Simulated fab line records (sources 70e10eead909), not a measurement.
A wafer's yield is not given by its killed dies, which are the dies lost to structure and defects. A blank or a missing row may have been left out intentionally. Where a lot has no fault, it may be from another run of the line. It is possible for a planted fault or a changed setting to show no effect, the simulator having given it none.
A lot that was struck, set against a sound lot / flow nand_harc / 12 steps out of a route of 1302
Sound: these wafers, L870.1, L870.3, L870.6. Struck: wafer L878.1 (L878.3, L878.4, from the same lot, were not struck and are left out); the cause is given at the end.
At each step with rows: each side's tool, then ch and its chambers, then its first start. Under that, the readings that differ: sound wafers / struck wafers / difference of the means / sigmas: that difference in standard deviations of wafers without a fault.
alike: a reading whose means differ by less than 2 such deviations, as well as words and numbers matching on both sides. not compared: withheld readings; readings where some wafer has no value; bounds like >300 that might hide an equal value; numbers whose values overlap and for which the record gives no deviation.
Wherever a step has rows on one side only, a row that says differs or no value, or a row with sigmas, the two part there. Numbers that don't overlap but have no deviation are shown without sigmas and don't part them. A reading that every wafer of one side lacks parts them only if that side has two wafers or more.

first, 2 steps without rows for these wafers: NHARC_A_WL_FILL_ALD_02 (deposits TiN, target thk 2 nm, pulse time 3 s, ald cycles 100); NHARC_A_WL_FILL_CVD_03 (deposits W, target thk 40 nm, time 279 s).
NHARC_A_WL_FILL_ETCHBACK_04: etches the open film in NF3, target depth 60 nm, time 120 s.
  sound on rie_metal-03 ch 0,1, day 24 02:49; struck on rie_metal-01 ch 0, day 27 08:53
reading=oes_product_au (a.u.); sound=1.017 1.029 1.019; struck=0.996; difference=-0.026; sigmas=-2
  alike: drypump_motor_current_A
  not compared: rf_hours_counter_h
NHARC_A_WL_FILL_ETCHBACK_05: etches the open film in Cl2/BCl3, target depth 22 nm, time 60 s.
  sound on rie_metal-03 ch 0, day 24 03:02; struck on rie_metal-01 ch 0, day 27 09:06
  alike: drypump_motor_current_A, oes_product_au
  not compared: rf_hours_counter_h
NHARC_A_WL_FILL_STRIP_27: strips in N2/H2, time 20 s.
  sound on plasma_asher-02 ch 0,1, day 24 03:11; struck on plasma_asher-02 ch 0, day 27 09:15
  alike: drypump_motor_current_A, heater_power_w
  not compared: rf_hours_counter_h, rf_refl_power_W
then, 4 steps without rows for these wafers: NHARC_A_WL_FILL_STRIP_28 (strips in post etch residue remover, time 1200 s); NHARC_A_WL_FILL_PRECLEAN_06 (cleans in DIW, time 300 s); NHARC_A_WL_FILL_SRD_07; NHARC_A_WL_FILL_ANNEAL_08 (time 1800 s).
NHARC_A_WL_FILL_ALD_10: deposits SiO2, target thk 50 nm, pulse time 10 s, ald cycles 500.
  sound on ald_hk-02 ch 1,2,3, day 24 07:47; struck on ald_hk-03 ch 2, day 27 15:31
reading=precursor_pulse_height_rel; sound=0.989 0.982 1.013; struck=1.035; difference=+0.040; sigmas=+2
  alike: heater_power_outer_w, heater_power_w
NHARC_A_WL_FILL_ETCHBACK_16: etches the open film in C4F8/O2/Ar, target depth 120 nm, time 24 s.
  sound on rie_diel-05 ch 0,1,3, day 24 15:32; struck on rie_diel-08 ch 0, day 27 20:12
reading=oes_product_au (a.u.); sound=0.973 0.950 0.964; struck=1.378; difference=+0.416; sigmas=+17
  alike: rf_vpp_V
  not compared: rf_hours_counter_h
NHARC_A_WL_FILL_STRIP_29: strips in O2, time 20 s.
  sound on rie_diel-05 ch 0,2, day 24 15:38; struck on rie_diel-08 ch 0, day 27 20:18
reading=rf_vpp_V (V); sound=59.5 57.5 59.9; struck=57.0; difference=-2.0; sigmas=-2
  alike: drypump_motor_current_A, o2_flow_sccm, oes_product_au, showerhead_plenum_p_Torr, throttle_valve_pct
  not compared: rf_hours_counter_h

== WHERE THEY PART ==
Last at NHARC_A_WL_FILL_STRIP_29 as far as this record goes, first at NHARC_A_WL_FILL_ETCHBACK_04.

WHY: the cause the simulator had injected
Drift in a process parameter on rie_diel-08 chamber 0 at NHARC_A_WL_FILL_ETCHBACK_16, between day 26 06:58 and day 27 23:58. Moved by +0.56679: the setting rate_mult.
